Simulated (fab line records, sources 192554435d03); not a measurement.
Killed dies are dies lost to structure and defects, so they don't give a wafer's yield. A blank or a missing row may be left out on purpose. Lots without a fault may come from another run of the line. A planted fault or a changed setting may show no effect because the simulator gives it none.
Which tool did it? | flow n5_finfet | 11 lots, 33 wafers sampled, at 3 steps of a route of 1938

WHAT THE GAUGES READ, wafer by wafer
The record holds no reading of a measuring or inspecting step that can be judged against a usual standard deviation.

WHICH TOOL RAN EACH LOT (tool, then ch and the chambers of the sampled wafers, then the start)
lot  | N5_BEOL_M11_STRIP_36               | N5_BEOL_M11_TRENCH_ETCH_37                    | N5_BEOL_M11_SPUTTER_48
L578 | rie_diel-02 ch 0,2, day 10 13:22   | rie_diel-02 ch 0,2, day 10 14:53 or earlier   | pvd_sputter-03, day 10 14:53
L579 | rie_diel-06 ch 1,3, day 10 15:43   | rie_diel-06 ch 1,3, day 10 18:16 or earlier   | pvd_sputter-03, day 10 18:16
L580 | rie_diel-05 ch 0,3, day 10 21:44   | rie_diel-05 ch 0,3, day 11 01:25 or earlier   | pvd_sputter-03, day 11 01:25
L581 | rie_diel-05 ch 1,2, day 11 01:58   | rie_diel-05 ch 1,2, day 11 03:55 or earlier   | pvd_sputter-02, day 11 03:55
L593 | rie_diel-05 ch 0,3, day 15 00:28   | rie_diel-05 ch 0,3, day 15 02:35 or earlier   | pvd_sputter-02, day 15 02:35
L594 | rie_diel-05 ch 0,1,2, day 15 03:12 | rie_diel-05 ch 0,1,2, day 15 05:05 or earlier | pvd_sputter-03, day 15 05:05
L596 | rie_diel-02 ch 0,1, day 15 03:37   | rie_diel-02 ch 0,1, day 15 05:11 or earlier   | pvd_sputter-01, day 15 05:11
L595 | rie_diel-02 ch 0,2,3, day 15 07:34 | rie_diel-02 ch 0,2,3, day 15 09:41 or earlier | pvd_sputter-03, day 15 09:41
L598 | rie_diel-02 ch 1,2, day 15 17:14   | rie_diel-02 ch 1,2, day 15 18:58 or earlier   | pvd_sputter-03, day 15 18:58
L599 | rie_diel-06 ch 0,2,3, day 16 08:34 | rie_diel-06 ch 0,2,3, day 16 10:25 or earlier | pvd_sputter-03, day 16 10:25
L601 | rie_diel-06 ch 0,2, day 16 09:01   | rie_diel-06 ch 0,2, day 16 10:45 or earlier   | pvd_sputter-01, day 16 10:45
- N5_BEOL_M11_STRIP_36: strips in N2/H2.
- N5_BEOL_M11_TRENCH_ETCH_37: etches SiCOH lowk in C4F6/O2, target depth 148.83 nm, time 48 s.
- N5_BEOL_M11_SPUTTER_48: material Cu, target thk 12 nm, time 2 s.

WHAT THE TOOLS THEMSELVES READ (means of the sampled wafers that have a number; where no wafer has one, the mark that the record gives instead)
N5_BEOL_M11_STRIP_36. Usual: drypump_motor_current_A 5.9 A, standard deviation 0.48; oes_product_au 0.77 a.u., standard deviation 0.087; rf_vpp_V 59.2 V, standard deviation 2.1; showerhead_plenum_p_Torr 2.56 Torr, standard deviation 0.11; throttle_valve_pct 23.83 %, standard deviation 0.24.
lot  | tool        | drypump_motor_current_A (A) | oes_product_au (a.u.) | rf_vpp_V (V) | showerhead_plenum_p_Torr (Torr) | throttle_valve_pct (%) | flag
L578 | rie_diel-02 | 5.6                         | 0.73                  | 60.5         | 2.56                            | 23.75                  |
L579 | rie_diel-06 | 5.5                         | 0.70                  | 60.2         | 2.54                            | 23.87                  |
L580 | rie_diel-05 | 6.2                         | 0.73                  | 58.3         | 2.63                            | 24.00                  |
L581 | rie_diel-05 | 6.1                         | 0.72                  | 58.6         | 2.52                            | 23.75                  |
L593 | rie_diel-05 | 5.9                         | 0.71                  | 60.4         | 2.61                            | 23.88                  |
L594 | rie_diel-05 | 6.0                         | 0.80                  | 59.9         | 2.52                            | 23.69                  |
L596 | rie_diel-02 | 6.0                         | 0.68                  | 60.9         | 2.47                            | 23.87                  |
L595 | rie_diel-02 | 5.9                         | 0.75                  | 58.6         | 2.57                            | 23.67                  |
L598 | rie_diel-02 | 5.4                         | 0.70                  | 59.0         | 2.62                            | 23.81                  |
L599 | rie_diel-06 | 5.5                         | 0.88                  | 59.1         | 2.59                            | 23.98                  |
L601 | rie_diel-06 | 5.6                         | 0.87                  | 59.2         | 2.58                            | 23.89                  |

N5_BEOL_M11_TRENCH_ETCH_37. Usual: C4F6_flow_sccm 10.000 sccm, standard deviation 0.028; drypump_motor_current_A 5.9 A, standard deviation 0.47; mfc_ar_sccm 299.9 sccm, standard deviation 0.96; oes_product_au 0.77 a.u., standard deviation 0.086; rf_vpp_V 664 V, standard deviation 6.6; showerhead_plenum_p_Torr 2.87 Torr, standard deviation 0.12; throttle_valve_pct 21.05 %, standard deviation 0.2.
lot  | tool        | C4F6_flow_sccm (sccm) | drypump_motor_current_A (A) | mfc_ar_sccm (sccm) | oes_product_au (a.u.) | rf_vpp_V (V) | showerhead_plenum_p_Torr (Torr) | throttle_valve_pct (%) | flag
L578 | rie_diel-02 | 9.992                 | 5.6                         | 299.5              | 0.73                  | 661          | 2.88                            | 21.07                  |
L579 | rie_diel-06 | 10.020                | 5.5                         | 300.0              | 0.69                  | 659          | 2.85                            | 21.18                  |
L580 | rie_diel-05 | 9.994                 | 6.2                         | 299.8              | 0.73                  | 662          | 2.94                            | 21.26                  |
L581 | rie_diel-05 | 10.027                | 6.1                         | 299.4              | 0.72                  | 665          | 2.82                            | 21.04                  |
L593 | rie_diel-05 | 9.986                 | 5.9                         | 299.3              | 0.71                  | 660          | 2.93                            | 21.18                  |
L594 | rie_diel-05 | 10.013                | 5.9                         | 299.4              | 0.80                  | 663          | 2.82                            | 20.97                  |
L596 | rie_diel-02 | 10.024                | 5.9                         | 300.2              | 0.70                  | 659          | 2.77                            | 21.05                  |
L595 | rie_diel-02 | 9.988                 | 5.9                         | 300.1              | 0.75                  | 663          | 2.88                            | 20.99                  |
L598 | rie_diel-02 | 9.984                 | 5.4                         | 300.0              | 0.71                  | 670          | 2.93                            | 20.96                  |
L599 | rie_diel-06 | 9.972                 | 5.5                         | 299.0              | 0.88                  | 665          | 2.89                            | 20.97                  |
L601 | rie_diel-06 | 10.024                | 5.6                         | 300.2              | 0.87                  | 671          | 2.89                            | 20.91                  |

N5_BEOL_M11_SPUTTER_48. Usual: cathode_dc_power_W 26000 W, standard deviation 4.5; throttle_valve_pct 29.6 %, standard deviation 1.1.
lot  | tool           | cathode_dc_power_W (W) | throttle_valve_pct (%) | flag
L578 | pvd_sputter-03 | 26004                  | 29.7                   |
L579 | pvd_sputter-03 | 26001                  | 29.7                   |
L580 | pvd_sputter-03 | 26001                  | 29.9                   |
L581 | pvd_sputter-02 | 25999                  | 29.6                   |
L593 | pvd_sputter-02 | 24274                  | 28.0                   | OFF
L594 | pvd_sputter-03 | 25999                  | 29.8                   |
L596 | pvd_sputter-01 | 26003                  | 29.9                   |
L595 | pvd_sputter-03 | 25999                  | 29.7                   |
L598 | pvd_sputter-03 | 26002                  | 29.5                   |
L599 | pvd_sputter-03 | 26001                  | 29.9                   |
L601 | pvd_sputter-01 | 26001                  | 30.1                   |

THE ANSWER, worked out from the rows above alone
Rule: a lot is off if the mean of its wafers that have a number lies more than 3 standard deviations from the usual mean. A lot without any number at a reading at which 4 lots or more have one is off too. The other lots that the step has rows for count as sound. The gauges are gone through in route order, then the tools' own readings, and for those a lot's mean is taken as printed above. The first step at which some lot is off is used, and at that step the reading that is off furthest; a lot without a number counts as furthest.
Off: L593, at N5_BEOL_M11_SPUTTER_48 (cathode_dc_power_W).
A tool fits if, at that step or a process step before it, it ran every lot that is off, and no sound lot after the first of them. N5_BEOL_M11_TRENCH_ETCH_37 gives no start for some lots, so the hours and the order of its lots are those of N5_BEOL_M11_SPUTTER_48. One fits: pvd_sputter-02 at N5_BEOL_M11_SPUTTER_48. Its last sound lot is L581 (day 11 03:55), its first lot that is off L593 (day 15 02:35): a fault that began between those two fits.
The tool's own readings at N5_BEOL_M11_SPUTTER_48 bear it out: on the lots that are off they differ by more than 5 times the standard deviation of the sound lots' means. cathode_dc_power_W reads 24274 W there against 26001 W on the sound lots; throttle_valve_pct reads 28.0 % there against 29.8 % on the sound lots.

WHAT THE SIMULATOR HAD PUT IN
Process parameter drift: pvd_sputter-02, from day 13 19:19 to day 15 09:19, at N5_BEOL_M11_SPUTTER_48. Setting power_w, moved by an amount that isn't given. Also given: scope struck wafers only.
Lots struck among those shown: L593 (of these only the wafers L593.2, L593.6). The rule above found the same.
